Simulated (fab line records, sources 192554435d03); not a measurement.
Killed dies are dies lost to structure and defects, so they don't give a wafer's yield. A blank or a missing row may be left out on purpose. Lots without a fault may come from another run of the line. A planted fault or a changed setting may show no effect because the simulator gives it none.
A struck lot beside a sound one | flow n5_finfet | 38 steps out of a route of 1938
Sound: wafers L680.1, L680.4, L680.5. Struck: wafers L672.2, L672.4, L672.5. The cause comes at the end.
At each step with rows: each side's tool, then ch and its chambers, then its first start. Under that, the readings that differ: sound wafers | struck wafers | difference of the means | sigmas: that difference in standard deviations of wafers without a fault.
alike: readings whose means differ by less than 2 such deviations, and words and numbers that are the same on both sides. not compared: withheld readings, readings that some wafer has no value for, bounds like >300 that may hide the same value, and numbers for which the record gives no deviation and whose values overlap.
The two part at a step that has a row with sigmas, a row that says differs or no value, or rows on one side only. Numbers that don't overlap but have no deviation are shown without sigmas and don't part them. A reading that every wafer of one side lacks parts them only if that side has two wafers or more.

first, 9 steps without rows for these wafers: N5_BEOL_M4_ANNEAL_95 (time 240 s); N5_BEOL_M4_SPUTTER_96 (material Cu, target thk 4.5 nm, time 8.29 s); N5_BEOL_M4_ECD_50 (material Cu, target thk 300 nm); N5_BEOL_M4_ANNEAL_51 (time 90 s); N5_BEOL_M4_CMP_52 (polishes, stops on SiOC, t overpolish 6.8 s, target thk 40 nm); N5_BEOL_M4_PRE_CLEAN_60 (time 15 s); N5_BEOL_M4_CO_CAP_55 (material Co, precursor CCTBA/H2, target thk 2 nm, time 102.1 s); N5_BEOL_M4_PRE_CLEAN_56 (time 15 s); N5_BEOL_M4_DEP_57 (deposits SiCN from 3MS/NH3, target thk 8 nm, time 14 s).
N5_BEOL_M4_RC_MEAS_101:
  sound on prober-01 ch 0, day 13 02:44; struck on prober-01 ch 0, day 11 13:24
  alike: DIBL_N, DIBL_P, IOFF_N, IOFF_P, ION_N, ION_P, SS_N, SS_P, VT_N, VT_P
then, 24 steps without rows for these wafers: N5_BEOL_M5_ILD_DEP_00 (deposits SiCOH lowk from DEMS/porogen, target thk 140.64 nm, time 25.9 s); N5_BEOL_M5_CURE_79 (cures SiCOH lowk, time 240 s); N5_BEOL_M5_PECVD_70 (deposits SiO2 from TEOS/O2, target thk 16 nm, time 18 s); N5_BEOL_M5_HM_DEP_02 (deposits TiN, target thk 20 nm); N5_BEOL_M5_COAT_59 (time 60 s, resist thk 60 nm); N5_BEOL_M5_COAT_60 (time 60 s, resist thk 12 nm); N5_BEOL_M5_COAT_71 (time 60 s, resist thk 5 nm); N5_BEOL_M5_COAT_05 (resist thk 30 nm); N5_BEOL_M5_EBR_07; N5_BEOL_M5_SOFTBAKE_06 (time 60 s); N5_BEOL_M5_EXPOSE_08 (exposes mask M5, target cd 28 nm); N5_BEOL_M5_PEB_09 (peb time 60 s); N5_BEOL_M5_DEVELOP_10 (develop time 30 s); N5_BEOL_M5_DESCUM_16 (chemistry O2, time 7 s); N5_BEOL_M5_ETCH_72 (etches underlayer in N2/H2, target depth 6.5 nm, time 5.2 s); N5_BEOL_M5_ETCH_61 (etches SiARC in CF4, target depth 15.6 nm, time 26 s); N5_BEOL_M5_ETCH_62 (etches SOC in N2/H2, target depth 75 nm, overetch 15 nm, time 112.5 s); N5_BEOL_M5_STRIP_63 (strips in N2/H2); N5_BEOL_M5_STRIP_73 (strips in N2/H2); N5_BEOL_M5_STRIP_64 (strips in CF4); N5_BEOL_M5_HM_OPEN_17 (chemistry Cl2/BCl3, target TiN, target depth 20 nm, overetch 6 nm); N5_BEOL_M5_STRIP_19 (strips in O2); N5_BEOL_M5_COAT_65 (time 60 s, resist thk 60 nm); N5_BEOL_M5_COAT_66 (time 60 s, resist thk 12 nm).
N5_BEOL_M7_TRENCH_ETCH_37: etches SiCOH lowk in C4F6/O2, target depth 93.478 nm, time 31.2 s.
  sound on rie_diel-03 ch 1,2, day 14 03:42; struck on rie_diel-03 ch 1,2, day 12 14:10
  no value came back on the struck wafers for any of 7 readings (C4F6_flow_sccm (sccm), O2_flow_sccm (sccm) and others); on the sound wafers C4F6_flow_sccm (sccm) reads 10.05 10.00 10.03
  reading                                    | sound    | struck       | difference | sigmas
  model.TiN_of_BEOL_M7_HM_DEP_02.thk_nm (nm) | 17 17 17 | 20.2 20 20.2 | +3.1       |
  not compared: rf_hours_counter_h
N5_BEOL_M7_OCD_MEAS_38:
  sound on ocd-01, day 14 03:52; struck on ocd-01, day 12 14:19
  reading              | sound          | struck      | difference | sigmas
  trench_depth_nm (nm) | 91.4 91.6 91.5 | 0.0 0.0 0.1 | -91.5      | -42
N5_BEOL_M7_CMP_52: polishes, stops on SiCOH lowk, t overpolish 6.9 s, target thk 80 nm.
  sound on cmp-01 ch 0,1,2, day 14 06:45; struck on cmp-01 ch 0,3, day 12 18:43
  reading                                | sound          | struck    | difference | sigmas
  model.Cu_of_BEOL_M7_ECD_50.thk_nm (nm) | 76.4 78.8 75.6 | 1.6 0 0.2 | -76.3      |
  alike: clearing_platen_down_force_psi, head_pressure_psi, motor_current_A
-- the record jumps here: 3 days lie between the struck wafers' starts before and after (it left off in module BEOL_M7 and takes up again in module PASSIVATION, whose first step shown is number 1936 of the route) --
N5_PASSIVATION_PROBE_49:
  sound on prober-02, day 17 12:43; struck on prober-02, day 15 17:40
  reading                  | sound          | struck         | difference | sigmas
  defect_limited_yield (%) | 94.5 93.1 93.3 | 0 0 0          | -94        | -67
  killed_at_M4_up          | 16 11 13       | 1083 1107 1072 | +1074      | +99 or more
  killed_at_other          | 5 0 3          | 7 8 11         | +6         | +2
  killed_dies              | 65 82 79       | 1180 1180 1180 | +1105      | +65
  killed_on_rim            | 12 10 12       | 152 152 152    | +141       | +36
  sort_bin_5_function (%)  | 3.2 3.8 3.8    | 95.8 97.3 95.8 | +92.7      | +98
  sort_n_pass              | 1115 1097 1101 | 0 0 0          | -1104      | -65
  sort_yield_pct (%)       | 94.5 93.0 93.3 | 0 0 0          | -94        | -62
  alike: killed_at_M0_to_M3, killed_at_contacts, killed_at_front_end, killed_open, killed_short, sort_bin_4_leakage, sort_bin_6_memory, sort_bin_8_speed

WHERE THEY PART
First at N5_BEOL_M7_TRENCH_ETCH_37; last, within this record, at N5_PASSIVATION_PROBE_49.

WHY: what the simulator had put in
Skipped step whole: rie_diel-03, from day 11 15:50 on, at N5_BEOL_M7_TRENCH_ETCH_37. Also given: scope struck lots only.
